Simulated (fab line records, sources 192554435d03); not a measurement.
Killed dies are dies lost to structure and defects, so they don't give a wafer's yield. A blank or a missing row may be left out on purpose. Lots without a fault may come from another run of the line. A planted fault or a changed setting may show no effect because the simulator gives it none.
Chamber matching | flow n5_finfet | N5_DUMMY_GATE_HM_OPEN_21 on rie_diel-02: 4 sister chambers
The step chemistry CH3F/O2, target SiNx, target depth 120 nm, time 171.4 s. 4 wafers are shown with their chamber, then 9 later ones without.

WAFERS WITH THEIR CHAMBER
wafer  | chamber | throttle_valve_pct (%)
L082.1 | 3       | 16.72
L082.4 | 1       | 16.92
L083.4 | 2       | 16.35
L083.5 | 0       | 16.70

WAFERS WITHOUT THEIR CHAMBER
wafer  | throttle_valve_pct (%)
L089.1 | 16.95
L089.2 | 16.38
L089.3 | 16.71
L090.1 | 16.97
L090.3 | 16.74
L090.5 | 16.74
L094.3 | 16.95
L094.4 | 16.40
L094.6 | 16.95

WHICH CHAMBER EACH WENT THROUGH
wafer  | from the rows above     | in truth
L089.1 | 1                       | 1
L089.2 | 2                       | 2
L089.3 | can't be placed: 3 or 0 | 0
L090.1 | 1                       | 1
L090.3 | can't be placed: 3 or 0 | 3
L090.5 | can't be placed: 3 or 0 | 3
L094.3 | 1                       | 1
L094.4 | 2                       | 2
L094.6 | 1                       | 1
Placed correctly: 6 of 9. Can't be placed from these rows: 3 (the true chamber is among the candidates in 3). Placed wrongly: 0.
How it was worked out, from the rows above alone: a wafer's distance from a chamber is the root of the sum, over the readings, of the square of ((its reading less the chamber's mean) divided by the reading's scatter). The wafer belongs to the nearest chamber; if the next one is less than 2 further off, it can't be placed. A chamber's mean is the mean of its shown wafers. The scatter: with one shown wafer a chamber, the root of the mean of the squares of how far each hidden wafer lies from its nearest shown one.
